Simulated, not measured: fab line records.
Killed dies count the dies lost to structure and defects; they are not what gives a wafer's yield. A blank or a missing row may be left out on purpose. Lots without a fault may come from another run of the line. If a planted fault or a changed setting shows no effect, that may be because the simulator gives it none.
A struck lot beside a sound one    flow n5 finfet    37 steps out of a route of 1938
Sound: wafers L903.1, L903.2, L903.4. Struck: wafer L912.3; the same lot's L912.6 was not struck, so it is left out; see the end for the cause.
Order at every step that has rows: each side's tool, ch and its chambers, its first start. Under that, the readings that differ: sound wafers    struck wafers    difference of the means    sigmas: that difference in standard deviations of wafers without a fault.
alike: readings with means less than 2 such deviations apart, plus words and numbers identical on both sides. not compared: withheld readings, readings lacking a value on some wafer, bounds such as >300 that could conceal the same value, and numbers that have no deviation in the record and whose values overlap.
A row with sigmas, a row that says differs or no value, or rows on one side alone: a step with any of these is where the two part. Numbers that have no deviation but don't overlap get no sigmas and don't part them. A reading that every wafer of one side lacks parts them only if that side has two wafers or more.

first, 8 steps without rows for these wafers: N5_MOL_CONTACT_COAG_PRECLEAN_138 (cleans in alkaline clean, time 60 s); N5_MOL_CONTACT_COAG_SRD_139 (time 30 s); N5_MOL_CONTACT_COAG_PRE_CLEAN_121; N5_MOL_CONTACT_COAG_CVD_140 (deposits W, target thk 66.5 nm, time 215 s); N5_MOL_CONTACT_COAG_PRECLEAN_127 (cleans in DIW, time 57.5 s); N5_MOL_CONTACT_COAG_SRD_128 (dry time 32 s); N5_MOL_CONTACT_COAG_CMP_52 (polishes, stops on SiO2, t overpolish 1.5 s, target thk 66.5 nm); N5_MOL_CONTACT_COAG_ANNEAL_112 (time 1800 s).
N5_BEOL_M0_SAQP_PECVD_00: deposits SiCN from 3MS/NH3, target thk 8 nm, time 14 s.
  sound on pecvd-02 ch 0,1, day 6 14:37; struck on pecvd-03 ch 2, day 8 23:08
reading                                          sound        struck  difference  sigmas
model.SiCN_of_BEOL_M0_SAQP_PECVD_00.thk nm (nm)  8.2 7.8 8.4  11.6    +3.5        
  alike: showerhead plenum p Torr, throttle valve pct
then, 25 steps without rows for these wafers: N5_BEOL_M0_SAQP_ILD_DEP_01 (deposits SiOC from DEMS/O2, target thk 45.419 nm, time 8.7 s); N5_BEOL_M0_SAQP_HM_DEP_02 (deposits TiN, target thk 12 nm); N5_BEOL_M0_SAQP_PECVD_03 (deposits SiCN from 3MS/NH3, target thk 12 nm, time 21.1 s); N5_BEOL_M0_SAQP_PECVD_96 (deposits a-Si from SiH4/He, target thk 45 nm, time 45.2 s); N5_BEOL_M0_SAQP_PECVD_97 (deposits SiNx from SiH4/NH3/N2, target thk 23 nm, time 19.9 s); N5_BEOL_M0_SAQP_PECVD_04 (deposits a-Si from SiH4/He, target thk 60 nm, time 60.2 s); N5_BEOL_M0_SAQP_HM_DEP_111 (deposits SiO2 from SiH4/N2O, target thk 12 nm, time 7.2 s); N5_BEOL_M0_SAQP_COAT_81 (time 60 s, resist thk 100 nm); N5_BEOL_M0_SAQP_COAT_82 (time 60 s, resist thk 30 nm); N5_BEOL_M0_SAQP_COAT_08 (resist thk 90 nm); N5_BEOL_M0_SAQP_EBR_10; N5_BEOL_M0_SAQP_SOFTBAKE_09 (time 60 s); N5_BEOL_M0_SAQP_EXPOSE_11 (exposes mask M0 CORE, target cd 42 nm); N5_BEOL_M0_SAQP_PEB_12 (peb time 60 s); N5_BEOL_M0_SAQP_DEVELOP_13 (develop time 30 s); N5_BEOL_M0_SAQP_DESCUM_19 (chemistry O2, time 7.9 s); N5_BEOL_M0_SAQP_ETCH_83 (etches SiARC in CF4, target depth 39 nm, time 65 s); N5_BEOL_M0_SAQP_ETCH_84 (etches SOC in N2/H2, target depth 100 nm, overetch 20 nm, time 150 s); N5_BEOL_M0_SAQP_STRIP_80 (strips in N2/H2); N5_BEOL_M0_SAQP_HM_OPEN_112 (chemistry CHF3/O2, target SiO2, stops on a-Si, target depth 12 nm, time 13.5 s); N5_BEOL_M0_SAQP_STRIP_113 (strips in CHF3/O2); N5_BEOL_M0_SAQP_MANDREL_ETCH_20 (etches a-Si in HBr/Cl2, stops on SiNx, target depth 60 nm, bt time 10 s, time 30 s); N5_BEOL_M0_SAQP_STRIP_86 (strips in N2/H2); N5_BEOL_M0_SAQP_STRIP_115 (strips in post etch residue remover, time 60 s); N5_BEOL_M0_SAQP_SRD_93 (time 30 s).
N5_BEOL_M0_ETCH_109: etches SiCN in CH3F/O2, target depth 8 nm, overetch 2.4 nm, time 27.4 s.
  sound on rie diel-02 ch 1,2,3, day 7 00:47; struck on rie diel-02 ch 2, day 9 13:52
reading                   sound              struck  difference  sigmas
rf hours counter h (h)    42 187 195         210     +69         
model.etch.depth nm (nm)  8.139 7.757 8.388  10.19   +2.10       
  alike: bias w, drypump motor current A, oes product au, rf vpp V, showerhead plenum p Torr, throttle valve pct
N5_BEOL_M4_RC_MEAS_101:
  the record has rows for the sound wafers here (prober-01 ch 0, day 8 20:08) and none for the struck ones
-- record jumps: 6 days separate the struck wafers' starts on either side; left off in module BEOL_M4, taken up again in module PASSIVATION, whose first shown step is the route's number 1936 --
N5_PASSIVATION_PROBE_49:
  only the struck wafers here have rows in the record (prober-02, day 15 03:50); the sound ones have none

== WHERE THEY PART ==
Earliest at N5_BEOL_M4_RC_MEAS_101; latest, in this record, at N5_PASSIVATION_PROBE_49.

WHY: the cause the simulator had injected
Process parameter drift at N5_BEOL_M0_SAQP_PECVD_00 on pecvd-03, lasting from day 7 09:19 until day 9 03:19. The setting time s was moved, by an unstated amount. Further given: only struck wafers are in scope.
